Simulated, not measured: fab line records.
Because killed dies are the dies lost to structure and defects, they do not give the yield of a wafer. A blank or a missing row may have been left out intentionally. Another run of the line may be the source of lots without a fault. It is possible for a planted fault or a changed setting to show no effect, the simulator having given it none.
Chamber matching / flow nand harc / rie diel-11 running NHARC_HYBRID_BOND_ACTIVATE_00: 4 sister chambers
The step chemistry N2, time 60 s. 18 wafers are shown with their chamber, then 9 later ones without.

== WAFERS, EACH WITH ITS CHAMBER ==
wafer=L364.4; chamber=1; showerhead plenum p Torr (Torr)=1.71; oes product au (a.u.)=1.002; n2 flow sccm (sccm)=200.9
wafer=L364.5; chamber=0; showerhead plenum p Torr (Torr)=1.83; oes product au (a.u.)=0.995; n2 flow sccm (sccm)=199.0
wafer=L364.6; chamber=3; showerhead plenum p Torr (Torr)=1.84; oes product au (a.u.)=1.019; n2 flow sccm (sccm)=199.5
wafer=L363.1; chamber=0; showerhead plenum p Torr (Torr)=1.83; oes product au (a.u.)=0.985; n2 flow sccm (sccm)=199.8
wafer=L363.3; chamber=3; showerhead plenum p Torr (Torr)=1.84; oes product au (a.u.)=1.004; n2 flow sccm (sccm)=199.5
wafer=L363.6; chamber=1; showerhead plenum p Torr (Torr)=1.71; oes product au (a.u.)=0.992; n2 flow sccm (sccm)=200.1
wafer=L365.1; chamber=0; showerhead plenum p Torr (Torr)=1.83; oes product au (a.u.)=0.988; n2 flow sccm (sccm)=199.9
wafer=L365.4; chamber=2; showerhead plenum p Torr (Torr)=1.82; oes product au (a.u.)=0.985; n2 flow sccm (sccm)=199.3
wafer=L365.6; chamber=2; showerhead plenum p Torr (Torr)=1.82; oes product au (a.u.)=0.984; n2 flow sccm (sccm)=200.1
wafer=L372.2; chamber=1; showerhead plenum p Torr (Torr)=1.71; oes product au (a.u.)=1.007; n2 flow sccm (sccm)=200.4
wafer=L372.4; chamber=3; showerhead plenum p Torr (Torr)=1.84; oes product au (a.u.)=1.010; n2 flow sccm (sccm)=199.9
wafer=L372.6; chamber=2; showerhead plenum p Torr (Torr)=1.82; oes product au (a.u.)=0.988; n2 flow sccm (sccm)=199.9
wafer=L371.1; chamber=3; showerhead plenum p Torr (Torr)=1.84; oes product au (a.u.)=1.016; n2 flow sccm (sccm)=200.2
wafer=L371.2; chamber=2; showerhead plenum p Torr (Torr)=1.82; oes product au (a.u.)=0.982; n2 flow sccm (sccm)=200.6
wafer=L371.6; chamber=3; showerhead plenum p Torr (Torr)=1.84; oes product au (a.u.)=1.014; n2 flow sccm (sccm)=200.3
wafer=L374.1; chamber=0; showerhead plenum p Torr (Torr)=1.82; oes product au (a.u.)=1.004; n2 flow sccm (sccm)=200.0
wafer=L374.2; chamber=2; showerhead plenum p Torr (Torr)=1.82; oes product au (a.u.)=0.991; n2 flow sccm (sccm)=200.3
wafer=L374.5; chamber=2; showerhead plenum p Torr (Torr)=1.82; oes product au (a.u.)=0.998; n2 flow sccm (sccm)=200.0

SIGNATURES, as means of the wafers listed above
reading=showerhead plenum p Torr; chamber 0=1.8275; chamber 1=1.7100; chamber 2=1.8200; chamber 3=1.8400; scatter within a chamber=0.00231
reading=oes product au; chamber 0=0.99300; chamber 1=1.00033; chamber 2=0.98800; chamber 3=1.01260; scatter within a chamber=0.00674
reading=n2 flow sccm; chamber 0=199.675; chamber 1=200.467; chamber 2=200.033; chamber 3=199.880; scatter within a chamber=0.421
Rule: a wafer's distance from a chamber is the root of the sum, over the readings, of the square of ((its reading less the chamber's mean) divided by the reading's scatter). The wafer belongs to the nearest chamber; if the next one is less than 2 further off, it can't be placed. The scatter: take each reading less its chamber's mean, square it, sum over the shown wafers, divide by the number of wafers less the number of chambers, and take the root.

== WAFERS MISSING THEIR CHAMBER ==
wafer=L381.2; showerhead plenum p Torr (Torr)=1.70; oes product au (a.u.)=1.011; n2 flow sccm (sccm)=200.2
wafer=L381.3; showerhead plenum p Torr (Torr)=1.82; oes product au (a.u.)=0.997; n2 flow sccm (sccm)=199.7
wafer=L381.4; showerhead plenum p Torr (Torr)=1.82; oes product au (a.u.)=0.995; n2 flow sccm (sccm)=199.9
wafer=L383.1; showerhead plenum p Torr (Torr)=1.82; oes product au (a.u.)=1.001; n2 flow sccm (sccm)=199.5
wafer=L383.3; showerhead plenum p Torr (Torr)=1.82; oes product au (a.u.)=0.982; n2 flow sccm (sccm)=200.2
wafer=L383.6; showerhead plenum p Torr (Torr)=1.82; oes product au (a.u.)=1.003; n2 flow sccm (sccm)=199.5
wafer=L384.1; showerhead plenum p Torr (Torr)=1.84; oes product au (a.u.)=1.015; n2 flow sccm (sccm)=199.0
wafer=L384.2; showerhead plenum p Torr (Torr)=1.82; oes product au (a.u.)=0.988; n2 flow sccm (sccm)=200.7
wafer=L384.6; showerhead plenum p Torr (Torr)=1.70; oes product au (a.u.)=1.003; n2 flow sccm (sccm)=200.0

== WHICH CHAMBER EACH WENT THROUGH ==
wafer=L381.2; from the rows above=1; in truth=1
wafer=L381.3; from the rows above=can't be placed: 2 or 0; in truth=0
wafer=L381.4; from the rows above=2; in truth=2
wafer=L383.1; from the rows above=can't be placed: 2 or 0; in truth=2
wafer=L383.3; from the rows above=2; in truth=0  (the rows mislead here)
wafer=L383.6; from the rows above=can't be placed: 2 or 0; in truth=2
wafer=L384.1; from the rows above=3; in truth=3
wafer=L384.2; from the rows above=2; in truth=2
wafer=L384.6; from the rows above=1; in truth=1
5 of 9 placed correctly. These rows do not allow placing 3 (true chamber among the candidates in 3). Wrongly placed: 1.
